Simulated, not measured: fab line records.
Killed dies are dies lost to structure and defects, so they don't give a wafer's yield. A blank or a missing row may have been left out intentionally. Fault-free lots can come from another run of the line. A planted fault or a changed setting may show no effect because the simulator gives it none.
Chamber matching :: flow n5-finfet :: 4 sister chambers for N5_BEOL_M4_ETCH_69 on rie-diel-03
The step etches SiARC in CF4, target depth 15.6 nm, time 26 s. 16 wafers are shown with their chamber, then 8 later ones without.

== WAFERS, EACH WITH ITS CHAMBER ==
wafer: L078.2
chamber: 0
showerhead-plenum-p-Torr (Torr): 2.24
throttle-valve-pct (%): 15.07
oes-product-au (a.u.): 0.70

wafer: L078.5
chamber: 0
showerhead-plenum-p-Torr (Torr): 2.24
throttle-valve-pct (%): 15.08
oes-product-au (a.u.): 0.70

wafer: L078.6
chamber: 1
showerhead-plenum-p-Torr (Torr): 2.19
throttle-valve-pct (%): 15.38
oes-product-au (a.u.): 0.74

wafer: L081.2
chamber: 0
showerhead-plenum-p-Torr (Torr): 2.24
throttle-valve-pct (%): 15.09
oes-product-au (a.u.): 0.70

wafer: L081.4
chamber: 1
showerhead-plenum-p-Torr (Torr): 2.19
throttle-valve-pct (%): 15.39
oes-product-au (a.u.): 0.74

wafer: L081.5
chamber: 2
showerhead-plenum-p-Torr (Torr): 2.18
throttle-valve-pct (%): 15.25
oes-product-au (a.u.): 0.73

wafer: L083.1
chamber: 0
showerhead-plenum-p-Torr (Torr): 2.24
throttle-valve-pct (%): 15.11
oes-product-au (a.u.): 0.69

wafer: L083.3
chamber: 1
showerhead-plenum-p-Torr (Torr): 2.19
throttle-valve-pct (%): 15.40
oes-product-au (a.u.): 0.74

wafer: L083.4
chamber: 2
showerhead-plenum-p-Torr (Torr): 2.18
throttle-valve-pct (%): 15.22
oes-product-au (a.u.): 0.73

wafer: L084.2
chamber: 3
showerhead-plenum-p-Torr (Torr): 2.13
throttle-valve-pct (%): 15.38
oes-product-au (a.u.): 0.63

wafer: L084.4
chamber: 1
showerhead-plenum-p-Torr (Torr): 2.19
throttle-valve-pct (%): 15.39
oes-product-au (a.u.): 0.73

wafer: L084.6
chamber: 1
showerhead-plenum-p-Torr (Torr): 2.19
throttle-valve-pct (%): 15.41
oes-product-au (a.u.): 0.73

wafer: L089.2
chamber: 2
showerhead-plenum-p-Torr (Torr): 2.18
throttle-valve-pct (%): 15.26
oes-product-au (a.u.): 0.71

wafer: L089.3
chamber: 1
showerhead-plenum-p-Torr (Torr): 2.18
throttle-valve-pct (%): 15.43
oes-product-au (a.u.): 0.73

wafer: L089.5
chamber: 0
showerhead-plenum-p-Torr (Torr): 2.23
throttle-valve-pct (%): 15.11
oes-product-au (a.u.): 0.69

wafer: L093.2
chamber: 0
showerhead-plenum-p-Torr (Torr): 2.23
throttle-valve-pct (%): 15.14
oes-product-au (a.u.): 0.69

SIGNATURES (means of the wafers above)
reading: showerhead-plenum-p-Torr
chamber 0: 2.2367
chamber 1: 2.1883
chamber 2: 2.1800
chamber 3: 2.1300
scatter within a chamber: 0.00425

reading: throttle-valve-pct
chamber 0: 15.1000
chamber 1: 15.4000
chamber 2: 15.2433
chamber 3: 15.3800
scatter within a chamber: 0.0217

reading: oes-product-au
chamber 0: 0.6950
chamber 1: 0.7350
chamber 2: 0.7233
chamber 3: 0.6300
scatter within a chamber: 0.00687
Rule: distance of a wafer from a chamber = root of the sum over the readings of ((wafer's reading minus chamber's mean) / reading's scatter) squared. The wafer belongs to the nearest chamber; if the next one is less than 2 further off, it can't be placed. How the scatter is found: for the shown wafers, subtract from each reading the mean of its chamber, square and add these, divide the total by (wafers less chambers), then take the root.

== WAFERS WITH NO CHAMBER GIVEN ==
wafer: L093.3
showerhead-plenum-p-Torr (Torr): 2.13
throttle-valve-pct (%): 15.41
oes-product-au (a.u.): 0.63

wafer: L093.4
showerhead-plenum-p-Torr (Torr): 2.17
throttle-valve-pct (%): 15.28
oes-product-au (a.u.): 0.70

wafer: L095.2
showerhead-plenum-p-Torr (Torr): 2.13
throttle-valve-pct (%): 15.43
oes-product-au (a.u.): 0.62

wafer: L095.3
showerhead-plenum-p-Torr (Torr): 2.18
throttle-valve-pct (%): 15.45
oes-product-au (a.u.): 0.70

wafer: L095.4
showerhead-plenum-p-Torr (Torr): 2.23
throttle-valve-pct (%): 15.15
oes-product-au (a.u.): 0.68

wafer: L097.2
showerhead-plenum-p-Torr (Torr): 2.13
throttle-valve-pct (%): 15.43
oes-product-au (a.u.): 0.62

wafer: L097.4
showerhead-plenum-p-Torr (Torr): 2.18
throttle-valve-pct (%): 15.44
oes-product-au (a.u.): 0.70

wafer: L097.5
showerhead-plenum-p-Torr (Torr): 2.13
throttle-valve-pct (%): 15.43
oes-product-au (a.u.): 0.62

== CHAMBER TAKEN BY EACH ==
wafer: L093.3
from the rows above: 3
in truth: 3

wafer: L093.4
from the rows above: 2
in truth: 2

wafer: L095.2
from the rows above: 3
in truth: 3

wafer: L095.3
from the rows above: 1
in truth: 1

wafer: L095.4
from the rows above: 0
in truth: 0

wafer: L097.2
from the rows above: 3
in truth: 3

wafer: L097.4
from the rows above: 1
in truth: 1

wafer: L097.5
from the rows above: 3
in truth: 3
Placed correctly: 8 of 8. Number that these rows cannot place: 0. Placed wrongly: 0.
